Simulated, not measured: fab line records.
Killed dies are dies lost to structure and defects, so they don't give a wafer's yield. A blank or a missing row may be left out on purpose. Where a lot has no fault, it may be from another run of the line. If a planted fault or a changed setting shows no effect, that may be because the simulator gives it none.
Lot-split experiment / flow n5_finfet / on a route of 1938 steps: 7 lots, 21 wafers read

== ABOUT THE SPLIT ==
At N5_BEOL_M4_COAT_22 (resist thk 30 nm), the setting spin_rpm was moved away from the recipe's 1500 rpm on 6 of the 21 wafers read, by -6.0% to +7.8%. The other wafers ran this setting at the recipe's value.

== FROM THE SPLIT TO THE READING: what the file shows between them, 4 steps ==
- N5_BEOL_M4_EBR_24
- N5_BEOL_M4_SOFTBAKE_23: time 60 s
- N5_BEOL_M4_EXPOSE_25: exposes mask V3, defocus 5 nm
- N5_BEOL_M4_PEB_26: peb time 60 s

== THE READING ==
CAR-EUV_of_BEOL_M4_COAT_22.thk_nm (the simulator's own value, which no gauge read), in nm, at N5_BEOL_M4_DEVELOP_27 (develop time 30 s). The file gives no usual value for it. The 15 wafers here that ran the recipe average 29.5 nm, standard deviation 0.094 nm.

wafer=L075.2; tool, chamber at the split=litho_track-05, 0; spin_rpm as run, rpm=1617; against the recipe=+7.8%; CAR-EUV_of_BEOL_M4_COAT_22.thk_nm, nm=28.4; against lot-mates on the recipe=-1.2
wafer=L075.4; tool, chamber at the split=litho_track-05, 0; spin_rpm as run, rpm=1617; against the recipe=+7.8%; CAR-EUV_of_BEOL_M4_COAT_22.thk_nm, nm=28.6; against lot-mates on the recipe=-1.0
wafer=L075.5; tool, chamber at the split=litho_track-05, 0; spin_rpm as run, rpm=1500; against the recipe=recipe; CAR-EUV_of_BEOL_M4_COAT_22.thk_nm, nm=29.6; against lot-mates on the recipe=-
wafer=L077.1; tool, chamber at the split=litho_track-04, 0; spin_rpm as run, rpm=1500; against the recipe=recipe; CAR-EUV_of_BEOL_M4_COAT_22.thk_nm, nm=29.4; against lot-mates on the recipe=-
wafer=L077.2; tool, chamber at the split=litho_track-04, 0; spin_rpm as run, rpm=1500; against the recipe=recipe; CAR-EUV_of_BEOL_M4_COAT_22.thk_nm, nm=29.4; against lot-mates on the recipe=-
wafer=L077.3; tool, chamber at the split=litho_track-04, 0; spin_rpm as run, rpm=1579; against the recipe=+5.3%; CAR-EUV_of_BEOL_M4_COAT_22.thk_nm, nm=28.8; against lot-mates on the recipe=-0.6
wafer=L083.2; tool, chamber at the split=litho_track-04, 0; spin_rpm as run, rpm=1500; against the recipe=recipe; CAR-EUV_of_BEOL_M4_COAT_22.thk_nm, nm=29.6; against lot-mates on the recipe=-
wafer=L083.4; tool, chamber at the split=litho_track-04, 0; spin_rpm as run, rpm=1500; against the recipe=recipe; CAR-EUV_of_BEOL_M4_COAT_22.thk_nm, nm=29.6; against lot-mates on the recipe=-
wafer=L083.5; tool, chamber at the split=litho_track-04, 0; spin_rpm as run, rpm=1500; against the recipe=recipe; CAR-EUV_of_BEOL_M4_COAT_22.thk_nm, nm=29.4; against lot-mates on the recipe=-
wafer=L080.1; tool, chamber at the split=litho_track-04, 0; spin_rpm as run, rpm=1500; against the recipe=recipe; CAR-EUV_of_BEOL_M4_COAT_22.thk_nm, nm=29.6; against lot-mates on the recipe=-
wafer=L080.3; tool, chamber at the split=litho_track-04, 0; spin_rpm as run, rpm=1500; against the recipe=recipe; CAR-EUV_of_BEOL_M4_COAT_22.thk_nm, nm=29.6; against lot-mates on the recipe=-
wafer=L080.6; tool, chamber at the split=litho_track-04, 0; spin_rpm as run, rpm=1500; against the recipe=recipe; CAR-EUV_of_BEOL_M4_COAT_22.thk_nm, nm=29.6; against lot-mates on the recipe=-
wafer=L085.3; tool, chamber at the split=litho_track-04, 0; spin_rpm as run, rpm=1410; against the recipe=-6.0%; CAR-EUV_of_BEOL_M4_COAT_22.thk_nm, nm=30.6; against lot-mates on the recipe=+1.0
wafer=L085.6; tool, chamber at the split=litho_track-04, 0; spin_rpm as run, rpm=1410; against the recipe=-6.0%; CAR-EUV_of_BEOL_M4_COAT_22.thk_nm, nm=30.6; against lot-mates on the recipe=+1.0
wafer=L085.5; tool, chamber at the split=litho_track-04, 0; spin_rpm as run, rpm=1500; against the recipe=recipe; CAR-EUV_of_BEOL_M4_COAT_22.thk_nm, nm=29.6; against lot-mates on the recipe=-
wafer=L090.2; tool, chamber at the split=litho_track-01, 0; spin_rpm as run, rpm=1500; against the recipe=recipe; CAR-EUV_of_BEOL_M4_COAT_22.thk_nm, nm=29.6; against lot-mates on the recipe=-
wafer=L090.5; tool, chamber at the split=litho_track-01, 0; spin_rpm as run, rpm=1500; against the recipe=recipe; CAR-EUV_of_BEOL_M4_COAT_22.thk_nm, nm=29.4; against lot-mates on the recipe=-
wafer=L090.6; tool, chamber at the split=litho_track-01, 0; spin_rpm as run, rpm=1500; against the recipe=recipe; CAR-EUV_of_BEOL_M4_COAT_22.thk_nm, nm=29.4; against lot-mates on the recipe=-
wafer=L091.2; tool, chamber at the split=litho_track-04, 0; spin_rpm as run, rpm=1454; against the recipe=-3.1%; CAR-EUV_of_BEOL_M4_COAT_22.thk_nm, nm=30; against lot-mates on the recipe=+0.4
wafer=L091.3; tool, chamber at the split=litho_track-04, 0; spin_rpm as run, rpm=1500; against the recipe=recipe; CAR-EUV_of_BEOL_M4_COAT_22.thk_nm, nm=29.6; against lot-mates on the recipe=-
wafer=L091.4; tool, chamber at the split=litho_track-04, 0; spin_rpm as run, rpm=1500; against the recipe=recipe; CAR-EUV_of_BEOL_M4_COAT_22.thk_nm, nm=29.6; against lot-mates on the recipe=-

FIT RESULTS
A straight line over all 21 wafers: CAR-EUV_of_BEOL_M4_COAT_22.thk_nm changes by -0.149 nm for each +1% of spin_rpm; r = -0.98; the points scatter about the line by 0.11 nm.
The same after taking each lot's own level away (the mean of its wafers on the recipe; 21 wafers): -0.146 nm for each +1%; r = -0.99; scatter 0.082 nm.
Per that fit: largest spin_rpm move, reading shift of 1.1 nm.
The lots' own levels span 29.40 to 29.60 nm, that is 2.1 times the standard deviation above.
So the lot-to-lot level changes the slope little: the two slopes agree.
Check: for one of the wafers moved furthest among these (+7.8%), held out of the fit, the line's prediction against its lot-mates is -1.08 nm. It came out at -1.2 nm against them.

== OTHER SPLITS APPLIED TO THESE WAFERS ==
Other splits were also applied to these wafers ahead of the reading. Each is held against what the fit with the lots' levels taken away leaves over:
other split on the same wafers=N5_BEOL_M1_COAT_68 spin_rpm; wafers away from the commonest value=8; r with CAR-EUV_of_BEOL_M4_COAT_22.thk_nm (lot level and that fit taken away)=+0.03
other split on the same wafers=N5_BEOL_M2_EXPOSE_25 dose_mj; wafers away from the commonest value=9; r with CAR-EUV_of_BEOL_M4_COAT_22.thk_nm (lot level and that fit taken away)=-0.05
other split on the same wafers=N5_BEOL_M2_ETCH_70 time_s; wafers away from the commonest value=5; r with CAR-EUV_of_BEOL_M4_COAT_22.thk_nm (lot level and that fit taken away)=+0.00
other split on the same wafers=N5_BEOL_M3_COAT_76 spin_rpm; wafers away from the commonest value=8; r with CAR-EUV_of_BEOL_M4_COAT_22.thk_nm (lot level and that fit taken away)=+0.32
other split on the same wafers=N5_BEOL_M4_ETCH_64 bias_w; wafers away from the commonest value=7; r with CAR-EUV_of_BEOL_M4_COAT_22.thk_nm (lot level and that fit taken away)=-0.09

== THE WHOLE CHAIN: every reading that the file lists as answering this split, in the file's order ==
step=N5_BEOL_M4_COAT_22; what it does=resist thk 30 nm; reading=CAR-EUV_of_BEOL_M4_COAT_22.thk_nm (the simulator's own value, which no gauge read); change (the file's fit)=-0.148 nm for each +1% of the setting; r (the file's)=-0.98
step=N5_BEOL_M4_DEVELOP_27; what it does=develop time 30 s; reading=CAR-EUV_of_BEOL_M4_COAT_22.thk_nm (the simulator's own value, which no gauge read); change (the file's fit)=-0.142 nm for each +1% of the setting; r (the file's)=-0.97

== THE FILE'S OWN FIT ==
CAR-EUV_of_BEOL_M4_COAT_22.thk_nm changes by -0.142 nm for each +1% of spin_rpm, r = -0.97.
